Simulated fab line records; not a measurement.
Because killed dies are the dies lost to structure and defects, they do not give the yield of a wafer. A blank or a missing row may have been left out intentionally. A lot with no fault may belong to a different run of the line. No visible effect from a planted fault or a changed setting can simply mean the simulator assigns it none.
What tool caused it? | flow n5Finfet | Sampling: 8 lots, 24 wafers, 5 of 1938 route steps

## WHAT THE GAUGES SHOWED, per wafer
N5_BEOL_M4_RC_MEAS_101. Usual: DIBL_N 36.0 mV/V, standard deviation 2.5; DIBL_P 36.7 mV/V, standard deviation 3; IOFF_N 0.16 nA/um, standard deviation 0.043; IOFF_P 0.21 nA/um, standard deviation 0.049; ION_N 673 uA/um, standard deviation 15; ION_P 461 uA/um, standard deviation 9.8; SS_N 71.5 mV/dec, standard deviation 0.83; SS_P 73.4 mV/dec, standard deviation 0.83; VT_N 250 mV, standard deviation 4; VT_P -251 mV, standard deviation 4.
lot  | measured     | on        | DIBL_N (mV/V)  | DIBL_P (mV/V)  | IOFF_N (nA/um) | IOFF_P (nA/um) | ION_N (uA/um) | ION_P (uA/um) | SS_N (mV/dec)  | SS_P (mV/dec)  | VT_N (mV)   | VT_P (mV)      | flag
L377 | day 8 12:34  | prober-02 | 36.6 38.3 34.3 | 37.3 38.7 34.4 | 0.18 0.20 0.13 | 0.19 0.22 0.16 | 697 686 676   | 468 459 463   | 71.9 72.2 70.9 | 74.1 74.5 73.0 | 248 247 254 | -254 -251 -255 | 
L383 | day 10 00:22 | prober-01 | 38.4 35.0 36.9 | 38.0 35.9 38.2 | 0.19 0.13 0.16 | 0.23 0.19 0.23 | 673 665 664   | 462 456 460   | 72.0 71.3 72.0 | 74.1 73.1 74.3 | 252 254 252 | -251 -253 -250 | 
L384 | day 10 02:14 | prober-01 | 39.2 35.1 33.3 | 43.4 35.1 35.7 | 0.28 0.17 0.13 | 0.32 0.18 0.17 | 689 666 677   | 470 456 463   | 72.0 71.2 69.9 | 75.1 73.2 72.6 | 242 249 251 | -244 -254 -254 | 
L387 | day 10 21:15 | prober-02 | 34.1 34.7 35.0 | 31.5 31.4 31.5 | 0.12 0.11 0.13 | 0.19 0.18 0.20 | 685 651 662   | 473 455 466   | 70.1 71.0 70.8 | 72.6 72.2 72.7 | 253 256 253 | -250 -248 -248 | 
L386 | day 11 02:02 | prober-02 | 39.5 35.1 37.1 | 40.3 34.3 36.4 | 0.23 0.14 0.19 | 0.28 0.19 0.21 | 685 686 678   | 460 473 457   | 72.8 70.6 71.6 | 74.4 73.1 73.3 | 245 252 247 | -247 -254 -253 | 
L391 | day 12 06:11 | prober-01 | 34.1 37.5 33.7 | 34.3 37.5 34.6 | 0.12 0.18 0.12 | 0.15 0.20 0.17 | 682 693 666   | 458 462 460   | 70.1 72.1 71.0 | 72.9 74.3 73.0 | 251 249 253 | -257 -252 -252 | 
L395 | day 13 08:08 | prober-01 | 37.2 33.4 34.2 | 38.7 33.9 34.3 | 0.19 0.13 0.15 | 0.26 0.19 0.20 | 677 662 682   | 464 463 472   | 71.9 70.9 71.5 | 73.6 72.9 72.6 | 248 253 246 | -248 -250 -249 | 
L398 | day 14 13:20 | prober-01 | 35.6 37.2 35.3 | 36.6 38.3 36.1 | 0.14 0.17 0.13 | 0.17 0.19 0.16 | 672 683 650   | 454 463 445   | 71.1 71.8 70.9 | 72.9 73.6 73.2 | 252 251 254 | -256 -254 -258 | 

## TOOL THAT RAN EACH LOT (tool first, then ch and the chambers of the sampled wafers, then the start)
lot  | N5_BEOL_M1_ETCH_63                | N5_BEOL_M1_HM_OPEN_17            | N5_BEOL_M1_VIA_ETCH_34            | N5_BEOL_M1_ETCH_41
L377 | rieDiel-02 ch 0,3, day 6 10:27    | rieMetal-01 ch 0,1, day 6 10:38  | rieDiel-02 ch 1,3, day 6 12:19    | rieDiel-02 ch 1,3, day 8 12:34 or earlier
L383 | rieDiel-02 ch 1,3, day 8 03:30    | rieMetal-02 ch 0,1, day 8 03:44  | rieDiel-02 ch 0,2,3, day 8 06:22  | rieDiel-02 ch 0,2,3, day 10 00:22 or earlier
L384 | rieDiel-01 ch 0,2,3, day 8 09:56  | rieMetal-03 ch 0, day 8 10:08    | rieDiel-02 ch 0,2, day 8 11:25    | rieDiel-02 ch 0,2, day 10 02:14 or earlier
L387 | rieDiel-03 ch 1,2,3, day 9 03:00  | rieMetal-03 ch 0,1, day 9 03:12  | rieDiel-03 ch 0,2, day 9 06:47    | rieDiel-03 ch 0,2, day 10 21:15 or earlier
L386 | rieDiel-03 ch 1,3, day 9 03:17    | rieMetal-01 ch 0,1, day 9 03:29  | rieDiel-02 ch 0,1, day 9 12:14    | rieDiel-02 ch 0,1, day 11 02:02 or earlier
L391 | rieDiel-02 ch 1,2, day 10 04:05   | rieMetal-01 ch 0,1, day 10 04:19 | rieDiel-01 ch 0,1, day 10 06:17   | rieDiel-01 ch 0,1, day 12 06:11 or earlier
L395 | rieDiel-01 ch 0,3, day 11 01:48   | rieMetal-03 ch 1, day 11 02:02   | rieDiel-03 ch 0,1,3, day 11 07:10 | rieDiel-03 ch 0,1,3, day 13 08:08 or earlier
L398 | rieDiel-01 ch 0,1,3, day 12 03:10 | rieMetal-02 ch 0,1, day 12 03:22 | rieDiel-02 ch 0,1,2, day 12 07:20 | rieDiel-02 ch 0,1,2, day 14 13:20 or earlier
- N5_BEOL_M1_ETCH_63: etches SiARC in CF4, target depth 15.6 nm, time 26 s.
- N5_BEOL_M1_HM_OPEN_17: chemistry Cl2/BCl3, target TiN, target depth 20 nm, overetch 6 nm.
- N5_BEOL_M1_VIA_ETCH_34: etches the open film in C4F6/O2, target depth 67.8 nm, time 64.4 s.
- N5_BEOL_M1_ETCH_41: etches SiCN in CH3F/O2, target depth 31.9 nm, time 57.8 s.

## WHAT THE TOOLS THEMSELVES READ (means of the sampled wafers that have a number; where no wafer has one, the mark that the record gives instead)
N5_BEOL_M1_ETCH_63. Usual: biasW 36.00 W, standard deviation 0.097; drypumpMotorCurrentA 5.7 A, standard deviation 0.47; etchRfOnTimeS 25.9 s, standard deviation 0.63; oesProductAu 0.65 a.u., standard deviation 0.058; rfVppV 183.9 V, standard deviation 1.2; showerheadPlenumPTorr 2.13 Torr, standard deviation 0.073; throttleValvePct 15.66 %, standard deviation 0.25.
lot  | tool       | biasW (W) | drypumpMotorCurrentA (A) | etchRfOnTimeS (s) | oesProductAu (a.u.) | rfVppV (V) | showerheadPlenumPTorr (Torr) | throttleValvePct (%) | flag
L377 | rieDiel-02 | 35.96     | 5.4                      | 27.2              | 0.75                | 184.5      | 2.21                         | 15.31                | 
L383 | rieDiel-02 | 36.09     | 5.7                      | 26.3              | 0.71                | 184.7      | 2.21                         | 15.36                | 
L384 | rieDiel-01 | 35.92     | 6.0                      | 25.9              | 0.66                | 184.8      | 2.17                         | 15.73                | 
L387 | rieDiel-03 | 36.00     | 5.4                      | 25.5              | 0.62                | 184.1      | 2.12                         | 15.84                | 
L386 | rieDiel-03 | 36.03     | 5.3                      | 25.3              | 0.63                | 183.3      | 2.09                         | 15.81                | 
L391 | rieDiel-02 | 36.03     | 6.1                      | 25.9              | 0.62                | 183.6      | 2.09                         | 15.61                | 
L395 | rieDiel-01 | 35.99     | 6.2                      | 26.2              | 0.65                | 184.7      | 2.20                         | 15.70                | 
L398 | rieDiel-01 | 36.03     | 6.3                      | 26.0              | 0.63                | 183.8      | 2.14                         | 15.61                | 

N5_BEOL_M1_HM_OPEN_17. Usual: drypumpMotorCurrentA 5.56 A, standard deviation 0.22; oesProductAu 0.67 a.u., standard deviation 0.081; throttleValvePct 22.13 %, standard deviation 0.19.
lot  | tool        | drypumpMotorCurrentA (A) | oesProductAu (a.u.) | throttleValvePct (%) | flag
L377 | rieMetal-01 | 5.77                     | 0.71                | 21.99                | 
L383 | rieMetal-02 | 5.39                     | 0.66                | 22.28                | 
L384 | rieMetal-03 | 5.19                     | 0.69                | 22.08                | 
L387 | rieMetal-03 | 5.40                     | 0.61                | 22.35                | 
L386 | rieMetal-01 | 5.80                     | 0.69                | 21.99                | 
L391 | rieMetal-01 | 5.78                     | 0.68                | 22.02                | 
L395 | rieMetal-03 | 5.49                     | 0.56                | 22.47                | 
L398 | rieMetal-02 | 5.37                     | 0.74                | 22.27                | 

N5_BEOL_M1_VIA_ETCH_34. Usual: biasW 170.1 W, standard deviation 0.52; drypumpMotorCurrentA 5.8 A, standard deviation 0.49; oesProductAu 0.76 a.u., standard deviation 0.076; rfVppV 665 V, standard deviation 25; showerheadPlenumPTorr 2.83 Torr, standard deviation 0.11; throttleValvePct 30.8 %, standard deviation 0.36.
lot  | tool       | biasW (W) | drypumpMotorCurrentA (A) | oesProductAu (a.u.) | rfVppV (V) | showerheadPlenumPTorr (Torr) | throttleValvePct (%) | flag
L377 | rieDiel-02 | 170.1     | 6.0                      | 0.79                | 658        | 2.92                         | 30.8                 | 
L383 | rieDiel-02 | 145.7     | 5.5                      | 0.79                | 589        | 2.83                         | 30.7                 | OFF
L384 | rieDiel-02 | 145.7     | 5.5                      | 0.73                | 598        | 2.71                         | 30.6                 | OFF
L387 | rieDiel-03 | 170.1     | 5.4                      | 0.70                | 646        | 2.94                         | 31.3                 | 
L386 | rieDiel-02 | 146.2     | 5.9                      | 0.74                | 591        | 2.83                         | 30.9                 | OFF
L391 | rieDiel-01 | 169.8     | 5.9                      | 0.80                | 652        | 2.82                         | 30.3                 | 
L395 | rieDiel-03 | 170.1     | 5.5                      | 0.71                | 659        | 2.81                         | 30.9                 | 
L398 | rieDiel-02 | 170.0     | 5.7                      | 0.74                | 672        | 2.76                         | 30.8                 | 

N5_BEOL_M1_ETCH_41. Usual: biasW 75.01 W, standard deviation 0.25; drypumpMotorCurrentA 5.7 A, standard deviation 0.49; oesProductAu 0.76 a.u., standard deviation 0.076; rfVppV 297.2 V, standard deviation 1.6; showerheadPlenumPTorr 1.99 Torr, standard deviation 0.078; throttleValvePct 16.37 %, standard deviation 0.27.
lot  | tool       | biasW (W) | drypumpMotorCurrentA (A) | oesProductAu (a.u.) | rfVppV (V) | showerheadPlenumPTorr (Torr) | throttleValvePct (%) | flag
L377 | rieDiel-02 | 75.29     | 6.0                      | 0.80                | 298.0      | 2.05                         | 16.25                | 
L383 | rieDiel-02 | 75.18     | 5.5                      | 0.81                | 296.6      | 1.99                         | 16.18                | 
L384 | rieDiel-02 | 75.18     | 5.5                      | 0.76                | 295.2      | 1.91                         | 16.25                | 
L387 | rieDiel-03 | 75.10     | 5.4                      | 0.71                | 298.5      | 2.06                         | 16.69                | 
L386 | rieDiel-02 | 74.66     | 5.9                      | 0.76                | 296.5      | 1.99                         | 16.32                | 
L391 | rieDiel-01 | 74.81     | 5.9                      | 0.80                | 296.5      | 1.98                         | 16.08                | 
L395 | rieDiel-03 | 74.94     | 5.5                      | 0.72                | 296.8      | 1.97                         | 16.63                | 
L398 | rieDiel-02 | 75.08     | 5.7                      | 0.74                | 296.5      | 1.94                         | 16.32                | 

## THE ANSWER, worked out from the rows above alone
Rule: lot off if the mean of its wafers having a number is beyond 3 standard deviations from the usual mean. Also off: a lot with no number at a reading for which 4 or more lots have one. Any other lot the step has rows for is counted as sound. First the gauges in route order, then the tools' own readings, where a lot's mean is used as printed above. At the first step where some lot is off, the reading lying furthest off is the one used; lots without a number count as furthest.
Off: L383, L384, L386, at N5_BEOL_M1_VIA_ETCH_34 (biasW).
A tool fits if, at that step or a process step before it, it ran every lot that is off, and no sound lot after the first of them. None of those tried fits.

## WHAT THE SIMULATOR PUT IN
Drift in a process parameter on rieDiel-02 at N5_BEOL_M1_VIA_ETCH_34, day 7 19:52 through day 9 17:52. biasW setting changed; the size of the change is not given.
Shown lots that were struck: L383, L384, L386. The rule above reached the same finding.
